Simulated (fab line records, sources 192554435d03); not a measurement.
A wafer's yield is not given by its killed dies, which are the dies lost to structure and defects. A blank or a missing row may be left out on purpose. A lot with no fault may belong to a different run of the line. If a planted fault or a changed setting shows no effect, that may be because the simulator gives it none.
Matching of chambers	flow n5 finfet	uv cure-02 running N5_BEOL_M9_CURE_71: 3 sister chambers
The step cures SiCOH lowk, time 240 s. 6 wafers are shown with their chamber, then 12 later ones without.

== EACH WAFER AND ITS CHAMBER ==
wafer	chamber	wafer_temp_C_max	lamp power pct (%)
L078.3	1	385.9	52.28
L078.4	1	386.3	52.28
L087.3	2	387.4	52.24
L087.6	2	387.2	52.32
L088.2	0	386.0	52.28
L088.4	0	386.1	52.30

== WAFERS MISSING THEIR CHAMBER ==
wafer	wafer_temp_C_max	lamp power pct (%)
L091.1	386.0	52.32
L091.4	385.6	52.36
L091.6	385.6	52.32
L091.2	385.9	52.29
L091.3	386.1	52.22
L091.5	386.1	52.27
L094.1	385.4	52.33
L094.3	386.2	52.24
L094.5	386.0	52.29
L096.3	385.6	52.26
L096.5	385.6	52.33
L096.6	385.8	52.26

== WHICH CHAMBER EACH WENT THROUGH ==
wafer	from the rows above	in truth
L091.1	can't be placed: 0 or 1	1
L091.4	can't be placed: 0 or 1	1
L091.6	can't be placed: 0 or 1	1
L091.2	can't be placed: 0 or 1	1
L091.3	can't be placed: 1 or 0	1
L091.5	can't be placed: 1 or 0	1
L094.1	can't be placed: 0 or 1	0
L094.3	can't be placed: 1 or 0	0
L094.5	can't be placed: 0 or 1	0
L096.3	can't be placed: 0 or 1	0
L096.5	can't be placed: 0 or 1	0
L096.6	can't be placed: 0 or 1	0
Correctly placed: 0 of 12. Unplaceable from these rows: 12, with the true chamber sitting among the candidates in 12. Wrongly placed: 0.
How it was worked out, from the rows above alone: a wafer's distance from a chamber is the root of the sum, over the readings, of the square of ((its reading less the chamber's mean) divided by the reading's scatter). If the next closest chamber is less than 2 further off than the closest, the wafer can't be placed; otherwise it belongs to the closest. For every chamber, the mean is computed from those of its wafers that are shown. How the scatter is found: for the shown wafers, subtract from each reading the mean of its chamber, square and add these, divide the total by (wafers less chambers), then take the root.
